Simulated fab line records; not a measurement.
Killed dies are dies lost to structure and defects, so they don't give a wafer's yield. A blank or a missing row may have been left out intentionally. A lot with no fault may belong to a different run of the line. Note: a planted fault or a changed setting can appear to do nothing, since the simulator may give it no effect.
Split-lot trial | flow n5Finfet | 21 wafers read across 7 lots, on a route 1938 steps long

## THE SPLIT ITSELF
At N5_BEOL_M3_DEP_57 (deposits SiCN from 3MS/NH3, target thk 8 nm, time 14 s), the setting timeS was moved away from the recipe's 14 s on 6 of the 21 wafers read, by -14.6% to +4.5%. This setting was run at the recipe's value on the other wafers.

The reading comes from the split's own step.

## THE READING
SiCN_of_BEOL_M3_DEP_57.thkNm (the simulator's own value, which no gauge read), in nm, at N5_BEOL_M3_DEP_57 (deposits SiCN from 3MS/NH3, target thk 8 nm, time 14 s). The file does not state a usual value for it. Average 8.0 nm, standard deviation 0.2 nm, over the 15 wafers here run with the recipe.

wafer  | tool, chamber at the split | timeS as run, s | against the recipe | SiCN_of_BEOL_M3_DEP_57.thkNm, nm | against lot-mates on the recipe
L080.2 | pecvd-04, 2,1              | 12.74           | -9.0%              | 7.4                              | -0.8
L080.3 | pecvd-04, 2,1              | 12.74           | -9.0%              | 7.4                              | -0.8
L080.6 | pecvd-04, 2                | 14              | recipe             | 8.2                              | -
L083.4 | pecvd-01, 0                | 14              | recipe             | 8                                | -
L083.5 | pecvd-01, 2,1              | 13.15           | -6.1%              | 7.6                              | -0.4
L083.6 | pecvd-01, 2,1              | 13.15           | -6.1%              | 7.6                              | -0.4
L084.1 | pecvd-02, 0                | 14              | recipe             | 7.8                              | -
L084.2 | pecvd-02, 1                | 14              | recipe             | 8.2                              | -
L084.4 | pecvd-02, 0                | 14              | recipe             | 8                                | -
L085.1 | pecvd-01, 1                | 14              | recipe             | 8                                | -
L085.3 | pecvd-01, 2                | 14              | recipe             | 7.8                              | -
L085.4 | pecvd-01, 2                | 14              | recipe             | 7.8                              | -
L086.1 | pecvd-01, 0                | 14.63           | +4.5%              | 8.2                              | +0.3
L086.2 | pecvd-01, 2                | 14              | recipe             | 7.6                              | -
L086.5 | pecvd-01, 1                | 14              | recipe             | 8.2                              | -
L088.3 | pecvd-04, 2,1              | 14              | recipe             | 8                                | -
L088.4 | pecvd-04, 2,1              | 14              | recipe             | 8                                | -
L088.6 | pecvd-04, 0                | 14              | recipe             | 8.4                              | -
L092.2 | pecvd-02, 0                | 14              | recipe             | 7.8                              | -
L092.3 | pecvd-02, 2                | 11.96           | -14.6%             | 6.8                              | -1.1
L092.5 | pecvd-02, 2                | 14              | recipe             | 8                                | -
Rows listing several chambers each stand for several wafers; the file does not say which wafer went through which chamber.

THE FIT
A straight line over all 21 wafers: SiCN_of_BEOL_M3_DEP_57.thkNm changes by +0.0713 nm for each +1% of timeS; r = +0.87; the points scatter about the line by 0.18 nm.
The same after taking each lot's own level away (the mean of its wafers on the recipe; 21 wafers): +0.078 nm for each +1%; r = +0.92; scatter 0.15 nm.
The reading moves by 1.1 nm for the largest change in timeS, on that fit.
Across the lots, their own levels run from 7.87 to 8.20 nm, a range of 1.7 times the standard deviation given above.
The two slopes are in agreement: the lot-to-lot level therefore moves the slope only a little.
Check: for one of the wafers moved furthest among these (-14.6%), held out of the fit, the line's prediction against its lot-mates is -1.17 nm. It came out at -1.1 nm against them.

## THE OTHER SPLITS THESE WAFERS WENT THROUGH
These wafers also went through other splits before the reading. Each is held against what the fit with the lots' levels taken away leaves over:
other split on the same wafers  | wafers away from the commonest value | r with SiCN_of_BEOL_M3_DEP_57.thkNm (lot level and that fit taken away)
N5_BEOL_M3_ETCH_70 timeS        | 8                                    | +0.21
N5_BEOL_M3_TRENCH_ETCH_37 timeS | 7                                    | +0.04

## FILE'S OWN FIT
SiCN_of_BEOL_M3_DEP_57.thkNm changes by +0.0771 nm for each +1% of timeS, r = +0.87.
